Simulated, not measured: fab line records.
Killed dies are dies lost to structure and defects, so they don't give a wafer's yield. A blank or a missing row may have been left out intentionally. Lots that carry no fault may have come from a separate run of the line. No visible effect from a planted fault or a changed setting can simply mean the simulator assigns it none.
Split-lot study -- flow n5-finfet -- 7 lots, 21 wafers read, on a route of 1938 steps

== ABOUT THE SPLIT ==
At N5_BEOL_M4_DESCUM_16 (chemistry O2, time 7 s), the setting time-s was moved away from the recipe's 7 s on 6 of the 21 wafers read, by -18.3% to +8.8%. This setting was run at the recipe's value on the other wafers.

There is no step in the file separating the split from the reading.

== THE READING ==
CAR-EUV_of_BEOL_M4_COAT_05.thk-nm (the simulator's own value, which no gauge read), in nm, at N5_BEOL_M4_ETCH_74 (etches underlayer in N2/H2, target depth 6.5 nm, time 5.2 s). The file gives no usual value for it. Average 20.3 nm, standard deviation 0.098 nm, over the 15 wafers here run with the recipe.

wafer,"tool, chamber at the split","time-s as run, s",against the recipe,"CAR-EUV_of_BEOL_M4_COAT_05.thk-nm, nm",against lot-mates on the recipe
L078.2,"rie-diel-02, 3,2,1",7,recipe,20.2,-
L078.3,"rie-diel-02, 3,2,1",7,recipe,20.2,-
L078.4,"rie-diel-02, 3,2,1",7,recipe,20.2,-
L082.1,"rie-diel-04, 0",7,recipe,20.4,-
L082.4,"rie-diel-04, 3,0",7,recipe,20.4,-
L082.5,"rie-diel-04, 3,0",7,recipe,20.4,-
L085.3,"rie-diel-05, 1",7,recipe,20.4,-
L085.5,"rie-diel-05, 1",7,recipe,20.4,-
L085.6,"rie-diel-05, 0",6.092,-13.0%,20.8,+0.4
L086.1,"rie-diel-05, 2,1,2",7,recipe,20.2,-
L086.3,"rie-diel-05, 2,1,2",7,recipe,20.2,-
L086.4,"rie-diel-05, 2,1,2",7,recipe,20.2,-
L094.2,"rie-diel-02, 2",7,recipe,20.2,-
L094.4,"rie-diel-02, 0",7.519,+7.4%,20,-0.2
L094.5,"rie-diel-02, 0",7.519,+7.4%,20,-0.2
L095.1,"rie-diel-04, 3",7.615,+8.8%,20,-0.2
L095.3,"rie-diel-04, 0",7,recipe,20.2,-
L095.6,"rie-diel-04, 0",7,recipe,20.2,-
L096.3,"rie-diel-05, 0",5.719,-18.3%,21,+0.6
L096.5,"rie-diel-05, 1",7,recipe,20.4,-
L096.6,"rie-diel-05, 0",5.719,-18.3%,20.8,+0.4
Where a row lists several chambers, the file gives one row for several wafers and doesn't say which wafer went through which chamber.

FIT RESULTS
A straight line over all 21 wafers: CAR-EUV_of_BEOL_M4_COAT_05.thk-nm changes by -0.0352 nm for each +1% of time-s; r = -0.94; the points scatter about the line by 0.095 nm.
The same after taking each lot's own level away (the mean of its wafers on the recipe; 21 wafers): -0.0274 nm for each +1%; r = -0.98; scatter 0.035 nm.
According to that fit, moving time-s by its largest amount changes the reading by 0.5 nm.
The lots' own levels span 20.20 to 20.40 nm, that is 2.0 times the standard deviation above.
In other words, the slope is changed by the lot-to-lot level; the two fits disagree.
Check: with one of the wafers moved furthest among these (-18.3%) left out of the fit, the line predicts +0.457 nm for it against its lot-mates. Against them it came out at +0.6 nm.

== THE WHOLE CHAIN: every reading that the file lists as answering this split, in the file's order ==
step,what it does,reading,change (the file's fit),r (the file's)
N5_BEOL_M4_DESCUM_16,"chemistry O2, time 7 s","CAR-EUV_of_BEOL_M4_COAT_05.thk-nm (the simulator's own value, which no gauge read)",-0.035 nm for each +1% of the setting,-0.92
N5_BEOL_M4_ETCH_74,"etches underlayer in N2/H2, target depth 6.5 nm, time 5.2 s","CAR-EUV_of_BEOL_M4_COAT_05.thk-nm (the simulator's own value, which no gauge read)",-0.0277 nm for each +1% of the setting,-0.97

== FILE'S OWN FIT ==
CAR-EUV_of_BEOL_M4_COAT_05.thk-nm changes by -0.0277 nm for each +1% of time-s, r = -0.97.
